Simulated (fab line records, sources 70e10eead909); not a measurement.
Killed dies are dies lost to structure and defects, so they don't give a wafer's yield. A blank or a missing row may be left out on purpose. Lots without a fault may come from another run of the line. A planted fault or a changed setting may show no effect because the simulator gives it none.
Which tool did it? | flow nand_harc | 24 lots, 72 wafers sampled, at 4 steps of a route of 1302

WHAT THE GAUGES READ, wafer by wafer
NHARC_P_M2_OVL_MEAS_10: pitch 340 nm.
lot  | measured     | on         | overlay_x_nm (nm) | overlay_y_nm (nm)
L074 | day 6 14:02  | overlay-02 | -1.0 -1.0 -1.2    | 0.8 0.2 0.5
L076 | day 7 06:53  | overlay-01 | 0.7 0.9 0.5       | 0.4 0.3 0.2
L077 | day 7 16:04  | overlay-02 | 0.7 -0.2 0.2      | -0.5 0.0 -0.2
L078 | day 7 23:22  | overlay-01 | 1.3 0.5 0.7       | -0.3 0.6 -0.5
L079 | day 8 09:58  | overlay-02 | 0.1 -0.4 0.0      | -0.4 0.2 0.4
L075 | day 8 21:10  | overlay-01 | -1.0 -0.4 -0.9    | -0.2 0.0 -0.4
L080 | day 9 00:29  | overlay-02 | 0.8 0.6 0.4       | -1.7 -1.0 -1.6
L081 | day 9 07:38  | overlay-02 | 0.5 0.6 0.0       | -0.4 -0.8 -1.1
L082 | day 9 14:57  | overlay-01 | 0.6 -0.1 0.6      | -0.8 -0.5 0.0
L083 | day 10 11:11 | overlay-02 | -0.9 -1.3 -1.4    | -0.7 -0.5 0.0
L084 | day 10 13:15 | overlay-02 | 0.1 1.0 0.5       | 0.7 1.4 0.5
L085 | day 11 08:22 | overlay-01 | 0.9 0.8 0.3       | -0.4 -0.6 -0.4
L086 | day 11 13:04 | overlay-02 | 0.4 0.1 0.3       | 0.7 0.9 0.6
L087 | day 12 07:58 | overlay-02 | -0.3 -0.1 -0.1    | -0.3 -0.1 -0.2
L088 | day 12 08:44 | overlay-02 | -1.7 -1.4 -1.2    | 0.5 0.3 0.6
L090 | day 12 21:47 | overlay-02 | 0.0 -0.4 -0.8     | 0.5 0.8 1.3
L089 | day 12 22:41 | overlay-01 | -0.7 -1.1 -0.6    | 1.4 1.3 0.6
L091 | day 13 07:05 | overlay-01 | 0.8 0.3 0.7       | -0.2 -0.3 -0.4
L092 | day 13 16:26 | overlay-02 | -0.3 -0.9 0.1     | -0.9 -1.1 -1.2
L093 | day 14 04:16 | overlay-02 | -0.5 -0.8 -0.1    | -0.6 -0.2 -0.3
L094 | day 14 18:31 | overlay-01 | -0.9 -0.8 -1.2    | 0.5 0.3 0.6
L095 | day 15 04:59 | overlay-02 | 0.8 0.0 0.3       | 0.2 -0.1 0.1
L096 | day 15 11:37 | overlay-01 | 1.9 1.7 1.5       | 0.0 0.2 -0.1
L097 | day 15 21:05 | overlay-02 | 0.5 0.2 0.4       | 0.5 0.3 0.9

NHARC_P_BONDPAD_OVL_MEAS_38.
lot  | measured     | on         | overlay_x_nm (nm) | overlay_y_nm (nm)
L074 | day 6 18:35  | overlay-02 | 1 1 1             | 3 3 3
L076 | day 7 11:18  | overlay-02 | -4 -4 -3          | 4 4 4
L077 | day 7 20:52  | overlay-01 | -7 -8 -7          | 0 0 1
L078 | day 8 03:57  | overlay-01 | 1 1 0             | 9 9 9
L079 | day 8 14:23  | overlay-01 | 10 10 10          | -1 0 -1
L075 | day 9 01:49  | overlay-01 | -3 -4 -4          | -4 -4 -4
L080 | day 9 05:18  | overlay-02 | -1 -1 -1          | 2 2 1
L081 | day 9 12:11  | overlay-01 | 8 8 8             | -7 -7 -6
L082 | day 9 19:29  | overlay-01 | -1 -1 -1          | 0 0 0
L083 | day 10 17:27 | overlay-02 | 2 2 2             | -1 -1 0
L084 | day 10 18:18 | overlay-01 | 3 2 2             | -3 -2 -3
L085 | day 11 12:58 | overlay-02 | 6 6 6             | -2 -2 -2
L086 | day 11 17:31 | overlay-02 | -11 -11 -11       | 20 20 20
L087 | day 12 13:01 | overlay-01 | -1 -1 -1          | 5 5 5
L088 | day 12 13:17 | overlay-02 | -3 -3 -2          | 0 0 0
L090 | day 13 02:19 | overlay-01 | -2 -2 -2          | 1 1 1
L089 | day 13 03:22 | overlay-02 | -3 -3 -3          | -4 -3 -3
L091 | day 13 11:50 | overlay-02 | -1 -1 -1          | -1 -1 -1
L092 | day 13 20:56 | overlay-02 | -4 -4 -4          | 2 2 2
L093 | day 14 08:44 | overlay-01 | 7 7 6             | 4 5 5
L094 | day 14 23:13 | overlay-02 | 3 3 3             | 8 10 10
L095 | day 15 09:47 | overlay-02 | 6 7 6             | -5 -6 -5
L096 | day 15 16:09 | overlay-01 | 1 1 2             | 3 3 3
L097 | day 16 01:33 | overlay-02 | -3 -3 -3          | 5 5 5

WHICH TOOL RAN EACH LOT (tool, then ch and the chambers of the sampled wafers, then the start)
lot  | NHARC_P_M1_STRIP_18                | NHARC_P_M2_ANNEAL_31
L074 | rie_diel-01 ch 1,2,3, day 6 10:22  | rtp_anneal-01 ch 0, day 6 15:57
L076 | rie_diel-05 ch 0,2,3, day 7 03:14  | rtp_anneal-01 ch 0, day 7 08:44
L077 | rie_diel-09 ch 1,2,3, day 7 12:28  | rtp_anneal-01 ch 0, day 7 18:19
L078 | rie_diel-01 ch 0,1,3, day 7 19:45  | rtp_anneal-01 ch 0, day 8 01:19
L079 | rie_diel-01 ch 0,2,3, day 8 06:25  | rtp_anneal-02 ch 0, day 8 11:56
L075 | rie_diel-01 ch 0,1,3, day 8 17:27  | rtp_anneal-02 ch 0, day 8 23:01
L080 | rie_diel-09 ch 0,1,3, day 8 20:31  | rtp_anneal-02 ch 0, day 9 02:28
L081 | rie_diel-05 ch 0,3, day 9 03:58    | rtp_anneal-01 ch 0, day 9 09:33
L082 | rie_diel-01 ch 0,2,3, day 9 11:18  | rtp_anneal-02 ch 0, day 9 16:48
L083 | rie_diel-05 ch 0,2,3, day 10 07:32 | rtp_anneal-01 ch 0, day 10 14:53
L084 | rie_diel-05 ch 1,2, day 10 09:34   | rtp_anneal-01 ch 0, day 10 15:36
L085 | rie_diel-05 ch 1,2,3, day 11 04:37 | rtp_anneal-02 ch 0, day 11 10:16
L086 | rie_diel-05 ch 0,2,3, day 11 09:25 | rtp_anneal-02 ch 0, day 11 14:55
L087 | rie_diel-05 ch 0,3, day 12 04:14   | rtp_anneal-01 ch 0, day 12 09:48
L088 | rie_diel-05 ch 2,3, day 12 05:01   | rtp_anneal-02 ch 0, day 12 10:36
L090 | rie_diel-05 ch 0,1,3, day 12 18:04 | rtp_anneal-01 ch 0, day 12 23:38
L089 | rie_diel-05 ch 0,1,2, day 12 19:04 | rtp_anneal-02 ch 0, day 13 00:41
L091 | rie_diel-01 ch 2,3, day 13 03:17   | rtp_anneal-01 ch 0, day 13 09:11
L092 | rie_diel-05 ch 0,2,3, day 13 12:43 | rtp_anneal-02 ch 0, day 13 18:24
L093 | rie_diel-05 ch 0,1,3, day 14 00:46 | rtp_anneal-01 ch 0, day 14 06:17
L094 | rie_diel-01 ch 1,2, day 14 14:46   | rtp_anneal-01 ch 0, day 14 20:25
L095 | rie_diel-05 ch 0,1,2, day 15 01:08 | rtp_anneal-01 ch 0, day 15 07:05
L096 | rie_diel-05 ch 1,3, day 15 07:43   | rtp_anneal-02 ch 0, day 15 13:28
L097 | rie_diel-01 ch 1,2, day 15 17:26   | rtp_anneal-01 ch 0, day 15 22:59
- NHARC_P_M1_STRIP_18: strips in N2/H2.
- NHARC_P_M2_ANNEAL_31: time 90 s.

WHAT THE TOOLS THEMSELVES READ (means of the sampled wafers that have a number; where no wafer has one, the mark that the record gives instead)
NHARC_P_M1_STRIP_18.
lot  | tool        | drypump_motor_current_A (A) | oes_product_au (a.u.) | rf_vpp_V (V) | showerhead_plenum_p_Torr (Torr) | throttle_valve_pct (%)
L074 | rie_diel-01 | 5.6                         | 1.020                 | 91.4         | 2.14                            | 14.171
L076 | rie_diel-05 | 5.9                         | 1.008                 | 90.6         | 2.06                            | 14.169
L077 | rie_diel-09 | 6.1                         | 0.984                 | 91.3         | 2.11                            | 14.163
L078 | rie_diel-01 | 5.5                         | 1.011                 | 91.3         | 2.11                            | 14.183
L079 | rie_diel-01 | 5.5                         | 1.021                 | 91.1         | 2.09                            | 14.167
L075 | rie_diel-01 | 5.5                         | 1.012                 | 91.2         | 2.11                            | 14.177
L080 | rie_diel-09 | 6.2                         | 0.993                 | 92.0         | 2.20                            | 14.169
L081 | rie_diel-05 | 5.7                         | 1.018                 | 91.4         | 2.11                            | 14.171
L082 | rie_diel-01 | 5.6                         | 1.015                 | 91.2         | 2.09                            | 14.177
L083 | rie_diel-05 | 5.8                         | 1.005                 | 90.9         | 2.06                            | 14.167
L084 | rie_diel-05 | 6.2                         | 1.001                 | 90.8         | 2.03                            | 14.167
L085 | rie_diel-05 | 6.0                         | 1.009                 | 91.5         | 2.08                            | 14.175
L086 | rie_diel-05 | 5.9                         | 1.002                 | 90.2         | 2.06                            | 14.176
L087 | rie_diel-05 | 5.5                         | 1.012                 | 91.7         | 2.09                            | 14.173
L088 | rie_diel-05 | 6.1                         | 1.011                 | 91.1         | 2.07                            | 14.167
L090 | rie_diel-05 | 5.6                         | 0.994                 | 91.0         | 2.11                            | 14.174
L089 | rie_diel-05 | 5.7                         | 1.003                 | 89.7         | 2.06                            | 14.166
L091 | rie_diel-01 | 5.9                         | 0.999                 | 90.5         | 2.09                            | 14.178
L092 | rie_diel-05 | 5.9                         | 1.004                 | 91.4         | 2.05                            | 14.166
L093 | rie_diel-05 | 5.6                         | 0.996                 | 90.7         | 2.11                            | 14.169
L094 | rie_diel-01 | 5.5                         | 0.993                 | 92.3         | 2.16                            | 14.167
L095 | rie_diel-05 | 5.8                         | 0.994                 | 91.1         | 2.06                            | 14.171
L096 | rie_diel-05 | 5.8                         | 0.990                 | 90.9         | 2.14                            | 14.179
L097 | rie_diel-01 | 5.5                         | 1.002                 | 92.1         | 2.16                            | 14.169

NHARC_P_M2_ANNEAL_31.
lot  | tool          | wafer_temp_C_max
L074 | rtp_anneal-01 | 226.19
L076 | rtp_anneal-01 | 226.08
L077 | rtp_anneal-01 | 226.05
L078 | rtp_anneal-01 | 225.88
L079 | rtp_anneal-02 | 225.90
L075 | rtp_anneal-02 | 225.79
L080 | rtp_anneal-02 | 225.43
L081 | rtp_anneal-01 | 226.04
L082 | rtp_anneal-02 | 225.93
L083 | rtp_anneal-01 | 226.34
L084 | rtp_anneal-01 | 226.08
L085 | rtp_anneal-02 | 225.62
L086 | rtp_anneal-02 | 225.66
L087 | rtp_anneal-01 | 226.37
L088 | rtp_anneal-02 | 225.74
L090 | rtp_anneal-01 | 225.97
L089 | rtp_anneal-02 | 225.78
L091 | rtp_anneal-01 | 226.16
L092 | rtp_anneal-02 | 225.93
L093 | rtp_anneal-01 | 225.78
L094 | rtp_anneal-01 | 226.21
L095 | rtp_anneal-01 | 225.99
L096 | rtp_anneal-02 | 225.77
L097 | rtp_anneal-01 | 226.28

THE ANSWER, worked out from the rows above alone
Rule: what is usual is taken from the lots themselves. Put in order of their means at a reading, lots are off if they are a third of the lots or fewer, leave a main group of 4 or more, and stand apart from it by a gap of 3 or more times the standard deviation of the main group's means; of several such gaps the widest counts. A main group whose means are all the same, to the digits that the tables above print for the reading, isn't used. A lot without any number at a reading at which 4 lots or more have one is off too. The other lots that the step has rows for count as sound. The gauges are gone through in route order, then the tools' own readings, and for those a lot's mean is taken as printed above. The first step at which some lot is off is used, and at that step the reading that is off furthest; a lot without a number counts as furthest.
No lot is off at any reading shown: from this, nothing can be told.

WHAT THE SIMULATOR HAD PUT IN
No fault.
